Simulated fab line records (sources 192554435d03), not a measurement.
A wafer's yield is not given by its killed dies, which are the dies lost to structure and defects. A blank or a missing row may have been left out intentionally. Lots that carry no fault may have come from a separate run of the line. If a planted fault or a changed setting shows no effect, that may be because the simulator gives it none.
A lot that was struck, set against a sound lot    flow n5_finfet    15 out of 1938 route steps
Sound: the wafers L304.1, L304.5, L304.6. Struck: wafer L319.2. (L319.1, L319.6 of the same lot were not struck and are left out.) The cause comes at the end.
At each step with rows: each side's tool, then ch and its chambers, then its first start. Under that, the readings that differ: sound wafers    struck wafers    difference of the means    sigmas: that difference in standard deviations of wafers without a fault.
alike: readings with means less than 2 such deviations apart, plus words and numbers identical on both sides. not compared: withheld readings, readings lacking a value on some wafer, bounds such as >300 that could conceal the same value, and numbers that have no deviation in the record and whose values overlap.
Wherever a step has rows on one side only, a row that says differs or no value, or a row with sigmas, the two part there. When numbers do not overlap yet have no deviation, they are printed without sigmas and do not part them. A reading missing from all wafers of one side parts the sides only when that side holds two or more wafers.

first, 1 step without rows for these wafers: N5_BEOL_M13_PRE_CLEAN_42 (time 30 s).
N5_BEOL_M13_SPUTTER_43: material TaN, target thk 15 nm, time 24.19 s.
  sound on pvd_sputter-01, day 11 09:19; struck on pvd_sputter-01, day 14 23:52
reading                 sound           struck  difference  sigmas
throttle_valve_pct (%)  30.2 29.6 29.7  27.9    -1.9        -2
  alike: chamber_pressure_pa
N5_BEOL_M13_SPUTTER_44: material Ta, target thk 10 nm, time 16.13 s.
  sound on pvd_sputter-01, day 11 09:24; struck on pvd_sputter-01, day 14 23:57
reading                 sound           struck  difference  sigmas
throttle_valve_pct (%)  30.2 29.2 29.7  27.9    -1.8        -2
  alike: chamber_pressure_pa
N5_BEOL_M13_SPUTTER_45: material Cu, target thk 80 nm, time 13.33 s.
  sound on pvd_sputter-01, day 11 09:29; struck on pvd_sputter-01, day 15 00:02
reading                 sound           struck  difference  sigmas
throttle_valve_pct (%)  29.9 29.4 30.1  28.0    -1.8        -2
  alike: chamber_pressure_pa, chuck_gas_flow_sccm
then, 1 step without rows for these wafers: N5_BEOL_M13_ECD_47 (material Cu, target thk 936 nm).
N5_BEOL_M13_ANNEAL_48: time 90 s.
  sound on rtp_anneal-02 ch 0, day 11 09:46; struck on rtp_anneal-01 ch 0, day 15 00:45
  alike: wafer_temp_C_max
N5_BEOL_M13_CMP_49: polishes, stops on SiOC, t overpolish 17.1 s, target thk 420 nm.
  sound on cmp-03 ch 0,2,3, day 11 10:08; struck on cmp-04 ch 0, day 15 01:08
  alike: barrier_field_endpoint_s, motor_current_A, overpolish_run_s
N5_BEOL_M13_THK_MEAS_50: measures by xrf.
  sound on film_metro-02, day 11 10:21; struck on film_metro-02, day 15 01:22
  alike: M13_THK
then, 2 steps without rows for these wafers: N5_BEOL_M13_PRE_CLEAN_52 (time 15 s); N5_BEOL_M13_DEP_53 (deposits SiCN from 3MS/NH3, target thk 50 nm, time 17.8 s).
N5_BEOL_M13_RS_MEAS_54: measurement is done with a four-point probe.
  sound on film_metro-02, day 11 10:29; struck on film_metro-02, day 15 01:29
  alike: M13_RS
N5_BEOL_M13_INSPECT_55: inspects for defects (darkfield).
  sound on defect_inspect-01, day 11 10:31; struck on defect_inspect-02, day 15 01:31
  alike: raw_defect_count
N5_BEOL_M14_ILD_DEP_00: deposits SiO2 from TEOS/O2, target thk 1119.3 nm, time 237.4 s.
  sound on pecvd-03 ch 0,2, day 11 10:33; struck on pecvd-01 ch 1, day 15 01:33
reading                 sound                 struck  difference  sigmas
heater_power_w (W)      469 366 532           644     +188        +2
susceptor_temp_C (C)    399.96 399.69 399.65  402.30  +2.53       +11
throttle_valve_pct (%)  18.4 17.4 18.5        19.4    +1.3        +2
  alike: showerhead_plenum_p_Torr
N5_BEOL_M14_THK_MEAS_01:
  sound on film_metro-02, day 11 10:44; struck on film_metro-02, day 15 01:49
  alike: M14_ILD_THK
N5_PASSIVATION_PROBE_49:
  sound on prober-01, day 12 17:38; struck on prober-01, day 16 16:54
reading             sound  struck  difference  sigmas
killed_at_contacts  6 2 6  22      +17         +3
  alike: defect_limited_yield, killed_at_M0_to_M3, killed_at_M4_up, killed_at_front_end, killed_at_other, killed_dies, killed_on_rim, killed_open, killed_short, sort_bin_5_function, sort_bin_6_memory, sort_n_pass, sort_yield_pct

## WHERE THEY PART
Last at N5_PASSIVATION_PROBE_49 as far as this record goes, first at N5_BEOL_M13_SPUTTER_43.

WHY: what the simulator had put in
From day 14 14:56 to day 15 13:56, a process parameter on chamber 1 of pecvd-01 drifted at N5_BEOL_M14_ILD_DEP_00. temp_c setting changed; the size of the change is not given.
